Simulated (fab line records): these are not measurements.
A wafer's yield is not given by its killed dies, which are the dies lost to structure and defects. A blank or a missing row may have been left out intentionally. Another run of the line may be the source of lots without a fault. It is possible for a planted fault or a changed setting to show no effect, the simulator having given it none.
Chamber matching :: flow nand_harc :: 4 sister chambers for NHARC_A_CONTACT_ETCH_92 on rie_diel-12
The step etches the open film in CH3F/O2, target depth 40 nm, time 85.7 s. 16 wafers are shown with their chamber, then 8 later ones without.

## WAFERS PAIRED WITH THEIR CHAMBERS
wafer: L075.2
chamber: 0
showerhead_plenum_p_Torr (Torr): 2.54
drypump_motor_current_A (A): 6.1
rf_vpp_V (V): 245.5

wafer: L075.3
chamber: 2
showerhead_plenum_p_Torr (Torr): 2.32
drypump_motor_current_A (A): 5.3
rf_vpp_V (V): 241.3

wafer: L075.5
chamber: 0
showerhead_plenum_p_Torr (Torr): 2.54
drypump_motor_current_A (A): 6.1
rf_vpp_V (V): 245.8

wafer: L076.2
chamber: 3
showerhead_plenum_p_Torr (Torr): 2.52
drypump_motor_current_A (A): 5.5
rf_vpp_V (V): 243.9

wafer: L076.4
chamber: 2
showerhead_plenum_p_Torr (Torr): 2.31
drypump_motor_current_A (A): 5.3
rf_vpp_V (V): 243.8

wafer: L076.5
chamber: 3
showerhead_plenum_p_Torr (Torr): 2.52
drypump_motor_current_A (A): 5.5
rf_vpp_V (V): 245.2

wafer: L082.1
chamber: 2
showerhead_plenum_p_Torr (Torr): 2.31
drypump_motor_current_A (A): 5.3
rf_vpp_V (V): 241.5

wafer: L082.3
chamber: 1
showerhead_plenum_p_Torr (Torr): 2.63
drypump_motor_current_A (A): 5.9
rf_vpp_V (V): 246.1

wafer: L082.5
chamber: 1
showerhead_plenum_p_Torr (Torr): 2.63
drypump_motor_current_A (A): 5.9
rf_vpp_V (V): 247.4

wafer: L087.2
chamber: 1
showerhead_plenum_p_Torr (Torr): 2.63
drypump_motor_current_A (A): 6.0
rf_vpp_V (V): 247.0

wafer: L087.4
chamber: 2
showerhead_plenum_p_Torr (Torr): 2.31
drypump_motor_current_A (A): 5.3
rf_vpp_V (V): 242.3

wafer: L087.5
chamber: 3
showerhead_plenum_p_Torr (Torr): 2.52
drypump_motor_current_A (A): 5.6
rf_vpp_V (V): 245.2

wafer: L088.2
chamber: 3
showerhead_plenum_p_Torr (Torr): 2.51
drypump_motor_current_A (A): 5.5
rf_vpp_V (V): 245.7

wafer: L088.3
chamber: 1
showerhead_plenum_p_Torr (Torr): 2.62
drypump_motor_current_A (A): 5.9
rf_vpp_V (V): 245.8

wafer: L088.6
chamber: 0
showerhead_plenum_p_Torr (Torr): 2.53
drypump_motor_current_A (A): 6.1
rf_vpp_V (V): 244.0

wafer: L093.1
chamber: 1
showerhead_plenum_p_Torr (Torr): 2.62
drypump_motor_current_A (A): 5.9
rf_vpp_V (V): 247.5

SIGNATURES (means of the wafers above)
reading: showerhead_plenum_p_Torr
chamber 0: 2.5367
chamber 1: 2.6260
chamber 2: 2.3125
chamber 3: 2.5175
scatter within a chamber: 0.0053

reading: drypump_motor_current_A
chamber 0: 6.100
chamber 1: 5.920
chamber 2: 5.300
chamber 3: 5.525
scatter within a chamber: 0.0359

reading: rf_vpp_V
chamber 0: 245.100
chamber 1: 246.760
chamber 2: 242.225
chamber 3: 245.000
scatter within a chamber: 0.907
Rule: a wafer lies at a distance from a chamber equal to the root of the sum of squares, over the readings, of (its reading less the chamber's mean, divided by the reading's scatter). The wafer belongs to the nearest chamber; if the next one is less than 2 further off, it can't be placed. The scatter: the root of (the sum of the squares of (reading less its chamber's mean) over the shown wafers, divided by (wafers less chambers)).

## WAFERS MISSING THEIR CHAMBER
wafer: L093.2
showerhead_plenum_p_Torr (Torr): 2.31
drypump_motor_current_A (A): 5.3
rf_vpp_V (V): 242.2

wafer: L093.6
showerhead_plenum_p_Torr (Torr): 2.51
drypump_motor_current_A (A): 5.5
rf_vpp_V (V): 244.6

wafer: L092.1
showerhead_plenum_p_Torr (Torr): 2.51
drypump_motor_current_A (A): 5.6
rf_vpp_V (V): 245.4

wafer: L092.3
showerhead_plenum_p_Torr (Torr): 2.62
drypump_motor_current_A (A): 5.9
rf_vpp_V (V): 246.4

wafer: L092.4
showerhead_plenum_p_Torr (Torr): 2.53
drypump_motor_current_A (A): 6.1
rf_vpp_V (V): 243.8

wafer: L097.2
showerhead_plenum_p_Torr (Torr): 2.30
drypump_motor_current_A (A): 5.4
rf_vpp_V (V): 241.3

wafer: L097.4
showerhead_plenum_p_Torr (Torr): 2.30
drypump_motor_current_A (A): 5.3
rf_vpp_V (V): 241.1

wafer: L097.6
showerhead_plenum_p_Torr (Torr): 2.53
drypump_motor_current_A (A): 6.1
rf_vpp_V (V): 245.0

## WHICH CHAMBER EACH ONE RAN IN
wafer: L093.2
from the rows above: 2
in truth: 2

wafer: L093.6
from the rows above: 3
in truth: 3

wafer: L092.1
from the rows above: 3
in truth: 3

wafer: L092.3
from the rows above: 1
in truth: 1

wafer: L092.4
from the rows above: 0
in truth: 0

wafer: L097.2
from the rows above: 2
in truth: 2

wafer: L097.4
from the rows above: 2
in truth: 2

wafer: L097.6
from the rows above: 0
in truth: 0
Placed correctly: 8 of 8. Left unplaced by these rows: 0. Wrongly placed: 0.
